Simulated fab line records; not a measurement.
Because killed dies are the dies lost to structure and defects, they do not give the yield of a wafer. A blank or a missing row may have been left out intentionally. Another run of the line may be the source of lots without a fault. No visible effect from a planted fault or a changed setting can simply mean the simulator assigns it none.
Chamber matching || flow n5Finfet || N5_BEOL_M13_ETCH_38 on rieDiel-03: 4 sister chambers
The step etches SiCN in CF4/N2, target depth 67.5 nm, time 71.9 s. 16 wafers are shown with their chamber, then 8 later ones without.

== EACH WAFER AND ITS CHAMBER ==
{"wafer": "L074.2", "chamber": 0, "showerheadPlenumPTorr (Torr)": 2.25, "throttleValvePct (%)": 15.33, "oesProductAu (a.u.)": 0.97}
{"wafer": "L074.5", "chamber": 1, "showerheadPlenumPTorr (Torr)": 2.27, "throttleValvePct (%)": 15.69, "oesProductAu (a.u.)": 0.66}
{"wafer": "L074.6", "chamber": 2, "showerheadPlenumPTorr (Torr)": 2.15, "throttleValvePct (%)": 15.31, "oesProductAu (a.u.)": 0.81}
{"wafer": "L081.2", "chamber": 3, "showerheadPlenumPTorr (Torr)": 2.24, "throttleValvePct (%)": 14.98, "oesProductAu (a.u.)": 0.86}
{"wafer": "L081.5", "chamber": 0, "showerheadPlenumPTorr (Torr)": 2.25, "throttleValvePct (%)": 15.33, "oesProductAu (a.u.)": 0.94}
{"wafer": "L081.6", "chamber": 1, "showerheadPlenumPTorr (Torr)": 2.27, "throttleValvePct (%)": 15.70, "oesProductAu (a.u.)": 0.65}
{"wafer": "L083.1", "chamber": 3, "showerheadPlenumPTorr (Torr)": 2.23, "throttleValvePct (%)": 15.02, "oesProductAu (a.u.)": 0.85}
{"wafer": "L083.3", "chamber": 0, "showerheadPlenumPTorr (Torr)": 2.25, "throttleValvePct (%)": 15.36, "oesProductAu (a.u.)": 0.92}
{"wafer": "L083.4", "chamber": 2, "showerheadPlenumPTorr (Torr)": 2.15, "throttleValvePct (%)": 15.35, "oesProductAu (a.u.)": 0.79}
{"wafer": "L086.3", "chamber": 0, "showerheadPlenumPTorr (Torr)": 2.25, "throttleValvePct (%)": 15.36, "oesProductAu (a.u.)": 0.92}
{"wafer": "L086.4", "chamber": 0, "showerheadPlenumPTorr (Torr)": 2.25, "throttleValvePct (%)": 15.37, "oesProductAu (a.u.)": 0.92}
{"wafer": "L086.5", "chamber": 2, "showerheadPlenumPTorr (Torr)": 2.15, "throttleValvePct (%)": 15.34, "oesProductAu (a.u.)": 0.79}
{"wafer": "L090.2", "chamber": 3, "showerheadPlenumPTorr (Torr)": 2.23, "throttleValvePct (%)": 15.00, "oesProductAu (a.u.)": 0.84}
{"wafer": "L090.4", "chamber": 0, "showerheadPlenumPTorr (Torr)": 2.25, "throttleValvePct (%)": 15.41, "oesProductAu (a.u.)": 0.92}
{"wafer": "L090.6", "chamber": 1, "showerheadPlenumPTorr (Torr)": 2.27, "throttleValvePct (%)": 15.73, "oesProductAu (a.u.)": 0.65}
{"wafer": "L089.1", "chamber": 1, "showerheadPlenumPTorr (Torr)": 2.26, "throttleValvePct (%)": 15.73, "oesProductAu (a.u.)": 0.64}

SIGNATURES, as means of the wafers listed above
{"reading": "showerheadPlenumPTorr", "chamber 0": 2.2500, "chamber 1": 2.2675, "chamber 2": 2.1500, "chamber 3": 2.2333, "scatter within a chamber": 0.00344}
{"reading": "throttleValvePct", "chamber 0": 15.3600, "chamber 1": 15.7125, "chamber 2": 15.3333, "chamber 3": 15.0000, "scatter within a chamber": 0.0247}
{"reading": "oesProductAu", "chamber 0": 0.9317, "chamber 1": 0.6500, "chamber 2": 0.7967, "chamber 3": 0.8500, "scatter within a chamber": 0.0151}
Rule: a wafer lies at a distance from a chamber equal to the root of the sum of squares, over the readings, of (its reading less the chamber's mean, divided by the reading's scatter). The wafer belongs to the nearest chamber; if the next one is less than 2 further off, it can't be placed. The scatter: the root of (the sum of the squares of (reading less its chamber's mean) over the shown wafers, divided by (wafers less chambers)).

== WAFERS WHOSE CHAMBER IS MISSING ==
{"wafer": "L089.3", "showerheadPlenumPTorr (Torr)": 2.24, "throttleValvePct (%)": 15.39, "oesProductAu (a.u.)": 0.90}
{"wafer": "L089.5", "showerheadPlenumPTorr (Torr)": 2.14, "throttleValvePct (%)": 15.38, "oesProductAu (a.u.)": 0.78}
{"wafer": "L094.2", "showerheadPlenumPTorr (Torr)": 2.24, "throttleValvePct (%)": 15.41, "oesProductAu (a.u.)": 0.88}
{"wafer": "L094.4", "showerheadPlenumPTorr (Torr)": 2.26, "throttleValvePct (%)": 15.23, "oesProductAu (a.u.)": 0.93}
{"wafer": "L094.6", "showerheadPlenumPTorr (Torr)": 2.23, "throttleValvePct (%)": 15.02, "oesProductAu (a.u.)": 0.83}
{"wafer": "L096.2", "showerheadPlenumPTorr (Torr)": 2.26, "throttleValvePct (%)": 15.25, "oesProductAu (a.u.)": 0.90}
{"wafer": "L096.4", "showerheadPlenumPTorr (Torr)": 2.24, "throttleValvePct (%)": 15.42, "oesProductAu (a.u.)": 0.87}
{"wafer": "L096.6", "showerheadPlenumPTorr (Torr)": 2.14, "throttleValvePct (%)": 15.41, "oesProductAu (a.u.)": 0.77}

== WHICH CHAMBER EACH ONE RAN IN ==
{"wafer": "L089.3", "from the rows above": 0, "in truth": 0}
{"wafer": "L089.5", "from the rows above": 2, "in truth": 2}
{"wafer": "L094.2", "from the rows above": 0, "in truth": 0}
{"wafer": "L094.4", "from the rows above": 0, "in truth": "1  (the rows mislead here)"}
{"wafer": "L094.6", "from the rows above": 3, "in truth": 3}
{"wafer": "L096.2", "from the rows above": 0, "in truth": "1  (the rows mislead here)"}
{"wafer": "L096.4", "from the rows above": 0, "in truth": 0}
{"wafer": "L096.6", "from the rows above": 2, "in truth": 2}
6 of 8 placed correctly. Can't be placed from these rows: 0. Number placed wrongly: 2.
